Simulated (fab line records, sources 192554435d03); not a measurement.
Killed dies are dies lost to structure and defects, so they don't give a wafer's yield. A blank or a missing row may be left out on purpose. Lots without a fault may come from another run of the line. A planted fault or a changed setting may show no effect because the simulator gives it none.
Which tool did it? | flow n5_finfet | 24 lots, 72 wafers sampled, at 4 steps of a route of 1938

WHAT THE GAUGES READ, wafer by wafer
N5_DUMMY_GATE_INSPECT_17: inspects for defects (brightfield).
lot  | measured    | on                | raw_defect_count
L074 | day 2 21:50 | defect_inspect-01 | 287 328 196
L075 | day 3 05:19 | defect_inspect-02 | 128 175 203
L076 | day 3 10:59 | defect_inspect-02 | 215 155 195
L078 | day 3 21:59 | defect_inspect-02 | 202 207 247
L077 | day 3 22:01 | defect_inspect-01 | 256 292 186
L079 | day 4 05:47 | defect_inspect-02 | 217 208 288
L080 | day 4 10:40 | defect_inspect-02 | 185 131 166
L081 | day 4 15:49 | defect_inspect-01 | 213 244 150
L082 | day 5 01:23 | defect_inspect-01 | 198 141 189
L083 | day 5 05:56 | defect_inspect-02 | 149 164 277
L084 | day 5 10:06 | defect_inspect-02 | 170 148 170
L085 | day 5 18:50 | defect_inspect-01 | 256 176 229
L086 | day 6 02:06 | defect_inspect-01 | 244 190 210
L087 | day 6 05:56 | defect_inspect-02 | 279 191 168
L088 | day 6 13:17 | defect_inspect-02 | 208 178 155
L089 | day 6 14:41 | defect_inspect-01 | 206 183 190
L090 | day 7 01:31 | defect_inspect-01 | 118 176 123
L091 | day 7 04:01 | defect_inspect-02 | 330 296 329
L092 | day 7 10:04 | defect_inspect-02 | 151 150 121
L093 | day 7 18:04 | defect_inspect-01 | 159 167 362
L094 | day 7 20:54 | defect_inspect-01 | 201 196 185
L095 | day 8 03:18 | defect_inspect-02 | 141 194 177
L096 | day 8 08:33 | defect_inspect-02 | 198 136 144
L097 | day 8 15:23 | defect_inspect-02 | 167 207 302

N5_DUMMY_GATE_CD_MEAS_24: target cd 15 nm.
lot  | measured    | on        | cd_nm (nm)
L074 | day 2 22:46 | cd_sem-03 | 15.2 14.6 14.8
L075 | day 3 06:19 | cd_sem-01 | 14.9 14.3 15.3
L076 | day 3 11:53 | cd_sem-02 | 15.4 15.5 15.5
L078 | day 3 22:53 | cd_sem-02 | 14.9 14.6 14.9
L077 | day 3 22:56 | cd_sem-01 | 15.4 14.8 15.3
L079 | day 4 06:41 | cd_sem-03 | 15.2 14.5 15.1
L080 | day 4 11:35 | cd_sem-01 | 14.9 14.5 14.9
L081 | day 4 16:43 | cd_sem-03 | 15.7 15.7 15.0
L082 | day 5 02:35 | cd_sem-01 | 15.0 15.5 14.8
L083 | day 5 06:50 | cd_sem-02 | 15.1 15.2 14.9
L084 | day 5 11:00 | cd_sem-02 | 14.6 15.2 14.9
L085 | day 5 19:46 | cd_sem-01 | 14.6 14.9 15.0
L086 | day 6 03:14 | cd_sem-02 | 15.8 15.5 14.6
L087 | day 6 06:51 | cd_sem-02 | 14.4 15.1 14.5
L088 | day 6 14:12 | cd_sem-02 | 15.1 14.5 14.9
L089 | day 6 15:38 | cd_sem-03 | 15.2 14.4 15.0
L090 | day 7 02:25 | cd_sem-02 | 15.1 15.6 15.5
L091 | day 7 04:55 | cd_sem-03 | 15.3 14.6 15.8
L092 | day 7 10:58 | cd_sem-01 | 15.2 15.4 15.2
L093 | day 7 18:58 | cd_sem-01 | 14.6 14.9 15.0
L094 | day 7 21:48 | cd_sem-01 | 15.3 15.3 14.7
L095 | day 8 04:13 | cd_sem-02 | 15.0 15.0 14.6
L096 | day 8 09:28 | cd_sem-03 | 14.8 15.4 14.6
L097 | day 8 16:23 | cd_sem-03 | 15.8 15.5 15.9

WHICH TOOL RAN EACH LOT (tool, then ch and the chambers of the sampled wafers, then the start)
lot  | N5_DUMMY_GATE_CMP_04         | N5_DUMMY_GATE_ETCH_29
L074 | cmp-02 ch 1,2, day 2 17:03   | rie_diel-01 ch 2,3, day 2 21:57
L075 | cmp-02 ch 0,1,3, day 3 00:41 | rie_diel-01 ch 0,1,3, day 3 05:31
L076 | cmp-01 ch 1,2,3, day 3 06:20 | rie_diel-01 ch 0,1,3, day 3 11:05
L078 | cmp-01 ch 0,1,2, day 3 17:16 | rie_diel-03 ch 1,2,3, day 3 22:05
L077 | cmp-03 ch 0,1,2, day 3 17:26 | rie_diel-01 ch 0,1,2, day 3 22:07
L079 | cmp-03 ch 1,2,3, day 4 01:09 | rie_diel-01 ch 0,3, day 4 05:53
L080 | cmp-03 ch 0,1,3, day 4 05:59 | rie_diel-04 ch 0,3, day 4 10:45
L081 | cmp-02 ch 0,1,3, day 4 11:13 | rie_diel-01 ch 0,1,2, day 4 15:55
L082 | cmp-03 ch 0,3, day 4 20:40   | rie_diel-04 ch 1,2, day 5 01:29
L083 | cmp-03 ch 0,1,3, day 5 01:18 | rie_diel-01 ch 1,2,3, day 5 06:02
L084 | cmp-01 ch 0,3, day 5 05:30   | rie_diel-04 ch 0,1,2, day 5 10:11
L085 | cmp-03 ch 1,2,3, day 5 14:16 | rie_diel-04 ch 0,1,2, day 5 18:58
L086 | cmp-03 ch 0,1,3, day 5 21:25 | rie_diel-01 ch 0,2,3, day 6 02:12
L087 | cmp-02 ch 0,2,3, day 6 01:23 | rie_diel-04 ch 0,1,3, day 6 06:02
L088 | cmp-01 ch 2,3, day 6 06:43   | rie_diel-03 ch 0,1, day 6 13:23
L089 | cmp-01 ch 1,3, day 6 10:04   | rie_diel-04 ch 0,3, day 6 14:47
L090 | cmp-03 ch 0,2, day 6 18:50   | rie_diel-01 ch 0,2, day 7 01:37
L091 | cmp-02 ch 1,2, day 6 23:17   | rie_diel-03 ch 0,1,3, day 7 04:07
L092 | cmp-01 ch 0,1,3, day 7 05:20 | rie_diel-03 ch 0,1, day 7 10:10
L093 | cmp-01 ch 0,1,2, day 7 13:22 | rie_diel-03 ch 1,2,3, day 7 18:10
L094 | cmp-01 ch 1,2, day 7 16:10   | rie_diel-01 ch 1,2,3, day 7 21:00
L095 | cmp-03 ch 0,2, day 7 22:32   | rie_diel-04 ch 1,2,3, day 8 03:25
L096 | cmp-01 ch 0,1,2, day 8 03:56 | rie_diel-04 ch 1,3, day 8 08:39
L097 | cmp-01 ch 2,3, day 8 10:44   | rie_diel-01 ch 1,2, day 8 15:31
- N5_DUMMY_GATE_CMP_04: polishes a-Si.
- N5_DUMMY_GATE_ETCH_29: etches underlayer in N2/H2, target depth 13 nm.

WHAT THE TOOLS THEMSELVES READ (means of the sampled wafers that have a number; where no wafer has one, the mark that the record gives instead)
N5_DUMMY_GATE_CMP_04.
lot  | tool   | motor_current_A (A) | pad_life_wafers | slurry_filter_dp_kPa (kPa) | time_to_endpoint_s (s)
L074 | cmp-02 | 9.5                 | 2040            | 13.57                      | 14.5
L075 | cmp-02 | 9.6                 | 2107            | 13.30                      | 11.8
L076 | cmp-01 | 10.0                | 740             | 13.49                      | 11.8
L078 | cmp-01 | 10.1                | 824             | 13.60                      | 11.9
L077 | cmp-03 | 10.2                | 824             | 13.59                      | 16.7
L079 | cmp-03 | 10.0                | 883             | 13.57                      | 17.1
L080 | cmp-03 | 10.4                | 921             | 13.50                      | 14.4
L081 | cmp-02 | 9.9                 | 146             | 13.40                      | 17.8
L082 | cmp-03 | 11.1                | 992             | 13.35                      | 11.5
L083 | cmp-03 | 10.2                | 1057            | 13.46                      | 11.8
L084 | cmp-01 | 11.5                | 1093            | 13.48                      | 14.8
L085 | cmp-03 | 9.7                 | 1166            | 13.59                      | 15.1
L086 | cmp-03 | 10.4                | 1232            | 13.54                      | 15.8
L087 | cmp-02 | 10.1                | 315             | 13.55                      | 18.9
L088 | cmp-01 | 9.1                 | 1303            | 13.36                      | 14.7
L089 | cmp-01 | 9.6                 | 1327            | 13.69                      | 11.4
L090 | cmp-03 | 11.4                | 1442            | 13.56                      | 14.8
L091 | cmp-02 | 9.8                 | 512             | 13.48                      | 14.0
L092 | cmp-01 | 10.4                | 1442            | 13.48                      | 11.4
L093 | cmp-01 | 10.6                | 1496            | 13.43                      | 10.9
L094 | cmp-01 | 10.1                | 1514            | 13.42                      | 9.3
L095 | cmp-03 | 11.4                | 1669            | 13.49                      | 15.1
L096 | cmp-01 | 10.4                | 1609            | 13.49                      | 9.4
L097 | cmp-01 | 9.3                 | 1650            | 13.57                      | 14.2

N5_DUMMY_GATE_ETCH_29.
lot  | tool        | drypump_motor_current_A (A) | oes_product_au (a.u.) | rf_vpp_V (V) | showerhead_plenum_p_Torr (Torr) | throttle_valve_pct (%)
L074 | rie_diel-01 | 6.0                         | 0.80                  | 527.4        | 2.67                            | 17.82
L075 | rie_diel-01 | 6.2                         | 0.75                  | 523.5        | 2.55                            | 17.88
L076 | rie_diel-01 | 6.2                         | 0.74                  | 523.8        | 2.55                            | 17.89
L078 | rie_diel-03 | 5.7                         | 0.80                  | 525.7        | 2.60                            | 17.93
L077 | rie_diel-01 | 6.0                         | 0.74                  | 524.5        | 2.54                            | 17.96
L079 | rie_diel-01 | 6.2                         | 0.72                  | 523.6        | 2.57                            | 17.77
L080 | rie_diel-04 | 6.0                         | 0.74                  | 524.6        | 2.58                            | 17.93
L081 | rie_diel-01 | 6.1                         | 0.73                  | 523.4        | 2.54                            | 17.97
L082 | rie_diel-04 | 5.8                         | 0.79                  | 520.9        | 2.49                            | 18.32
L083 | rie_diel-01 | 6.1                         | 0.77                  | 524.9        | 2.59                            | 17.99
L084 | rie_diel-04 | 5.7                         | 0.75                  | 523.4        | 2.55                            | 18.08
L085 | rie_diel-04 | 5.8                         | 0.75                  | 522.9        | 2.54                            | 18.10
L086 | rie_diel-01 | 6.0                         | 0.74                  | 525.4        | 2.61                            | 17.86
L087 | rie_diel-04 | 6.0                         | 0.76                  | 524.1        | 2.55                            | 18.06
L088 | rie_diel-03 | 5.7                         | 0.73                  | 526.1        | 2.61                            | 18.12
L089 | rie_diel-04 | 5.9                         | 0.72                  | 526.0        | 2.60                            | 17.84
L090 | rie_diel-01 | 5.9                         | 0.74                  | 525.5        | 2.60                            | 17.94
L091 | rie_diel-03 | 5.8                         | 0.79                  | 523.8        | 2.56                            | 18.01
L092 | rie_diel-03 | 5.4                         | 0.73                  | 525.4        | 2.59                            | 18.21
L093 | rie_diel-03 | 5.7                         | 0.79                  | 524.5        | 2.59                            | 17.98
L094 | rie_diel-01 | 6.0                         | 0.75                  | 524.5        | 2.58                            | 18.01
L095 | rie_diel-04 | 5.8                         | 0.75                  | 522.6        | 2.51                            | 18.23
L096 | rie_diel-04 | 6.0                         | 0.76                  | 522.7        | 2.52                            | 18.21
L097 | rie_diel-01 | 6.1                         | 0.73                  | 522.4        | 2.51                            | 18.15

THE ANSWER, worked out from the rows above alone
Rule: what is usual is taken from the lots themselves. Put in order of their means at a reading, lots are off if they are a third of the lots or fewer, leave a main group of 4 or more, and stand apart from it by a gap of 3 or more times the standard deviation of the main group's means; of several such gaps the widest counts. A main group whose means are all the same, to the digits that the tables above print for the reading, isn't used. A lot without any number at a reading at which 4 lots or more have one is off too. The other lots that the step has rows for count as sound. The gauges are gone through in route order, then the tools' own readings, and for those a lot's mean is taken as printed above. The first step at which some lot is off is used, and at that step the reading that is off furthest; a lot without a number counts as furthest.
No lot is off at any reading shown: from this, nothing can be told.

WHAT THE SIMULATOR HAD PUT IN
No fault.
